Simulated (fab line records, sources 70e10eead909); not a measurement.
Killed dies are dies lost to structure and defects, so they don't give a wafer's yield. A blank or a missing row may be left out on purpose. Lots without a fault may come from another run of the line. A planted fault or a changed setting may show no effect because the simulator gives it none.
A struck lot beside a sound one | flow nand_harc | 15 steps out of a route of 1159
Sound: wafers L149.2, L149.3, L149.5. Struck: wafers L159.2, L159.3, L159.6. The cause comes at the end.
At each step with rows: each side's tool, then ch and its chambers, then its first start. Under that, the readings that differ: sound wafers | struck wafers | difference of the means | sigmas: that difference in standard deviations of wafers without a fault.
alike: readings whose means differ by less than 2 such deviations, and words and numbers that are the same on both sides. not compared: withheld readings, readings that some wafer has no value for, bounds like >300 that may hide the same value, and numbers for which the record gives no deviation and whose values overlap.
The two part at a step that has a row with sigmas, a row that says differs or no value, or rows on one side only. Numbers that don't overlap but have no deviation are shown without sigmas and don't part them. A reading that every wafer of one side lacks parts them only if that side has two wafers or more.

NHARC_A_CHANNEL_HOLE_D1_ETCH_44: etches the open film in CF4/O2, target depth 140 nm, overetch 14 nm, time 77 s.
  sound on rie_diel-02 ch 0,1,3, day 9 21:27; struck on rie_diel-02 ch 0,1,2, day 12 08:34
  alike: drypump_motor_current_A, mfc_ar_sccm, oes_o_777_au, oes_product_au, rf_fwd_power_W, rf_vpp_V, showerhead_plenum_p_Torr, throttle_valve_pct
  not compared: rf_hours_counter_h
NHARC_A_CHANNEL_HOLE_D1_STRIP_27: strips in O2.
  sound on rie_diel-02 ch 0,1,3; struck on rie_diel-02 ch 1,3
  alike: drypump_motor_current_A, mfc_ar_sccm, oes_product_au, rf_vpp_V, showerhead_plenum_p_Torr, throttle_valve_pct
  not compared: rf_hours_counter_h
then, 2 steps without rows for these wafers: NHARC_A_CHANNEL_HOLE_D1_PRECLEAN_28 (cleans in SC1); NHARC_A_CHANNEL_HOLE_D1_SRD_29.
NHARC_A_CHANNEL_HOLE_D1_CD_MEAS_30:
  sound on cd_sem-02, day 9 22:34; struck on cd_sem-03, day 12 09:23
  alike: cd_nm
then, 1 step without rows for these wafers: NHARC_A_CHANNEL_HOLE_D1_XSEM_31.
NHARC_A_CHANNEL_HOLE_D1_INSPECT_40:
  sound on defect_inspect-01, day 9 22:44; struck on defect_inspect-02, day 12 09:34
  alike: raw_defect_count
then, 2 steps without rows for these wafers: NHARC_A_CHANNEL_FILL_D1_PRECLEAN_00 (cleans in SC1); NHARC_A_CHANNEL_FILL_D1_SRD_01.
NHARC_A_CHANNEL_FILL_D1_ALD_02: deposits SiO2, target thk 6 nm, pulse time 10 s, ald cycles 60.
  sound on ald_hk-02 ch 2,3, day 9 22:56; struck on ald_hk-03 ch 0,2,3, day 12 10:32
  alike: heater_power_w, precursor_pulse_height_rel, susceptor_temp_C
then, 1 step without rows for these wafers: NHARC_A_CHANNEL_FILL_D1_ALD_03 (deposits SiNx, target thk 6 nm, pulse time 60 s, ald cycles 58).
NHARC_A_CHANNEL_FILL_D1_ALD_14: deposits SiO2, target thk 2.5 nm, pulse time 10 s, ald cycles 25.
  sound on ald_hk-01 ch 0,2,3, day 10 08:11; struck on ald_hk-02 ch 0,1,2, day 12 17:16
  alike: heater_power_w, precursor_pulse_height_rel, susceptor_temp_C
NHARC_A_CHANNEL_FILL_D1_ALD_15: deposits SiNx, target thk 2 nm, pulse time 60 s, ald cycles 19.
  sound on ald_sin_batch-01 ch 0, day 10 11:11; struck on ald_sin_batch-01 ch 0, day 12 20:21
  reading              | sound             | struck            | difference | sigmas
  susceptor_temp_C (C) | 630.0 629.6 629.4 | 659.5 659.5 658.6 | +29.5      | +92
  alike: precursor_pulse_height_rel
NHARC_A_CHANNEL_FILL_D1_ALD_16: deposits SiO2, target thk 1.5 nm, pulse time 10 s, ald cycles 15.
  sound on ald_hk-02 ch 0,1,3, day 10 13:15; struck on ald_hk-01 ch 1,2, day 12 22:35
  alike: heater_power_w, precursor_pulse_height_rel, susceptor_temp_C
NHARC_END_SORT_01:
  the record has rows for the sound wafers here (prober-02 ch 0, day 21 13:41) and none for the struck ones

WHERE THEY PART
First at NHARC_A_CHANNEL_FILL_D1_ALD_15; last, within this record, at NHARC_END_SORT_01.

WHY: what the simulator had put in
Process parameter drift: ald_sin_batch-01, from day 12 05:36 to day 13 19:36, at NHARC_A_CHANNEL_FILL_D1_ALD_15. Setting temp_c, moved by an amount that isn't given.
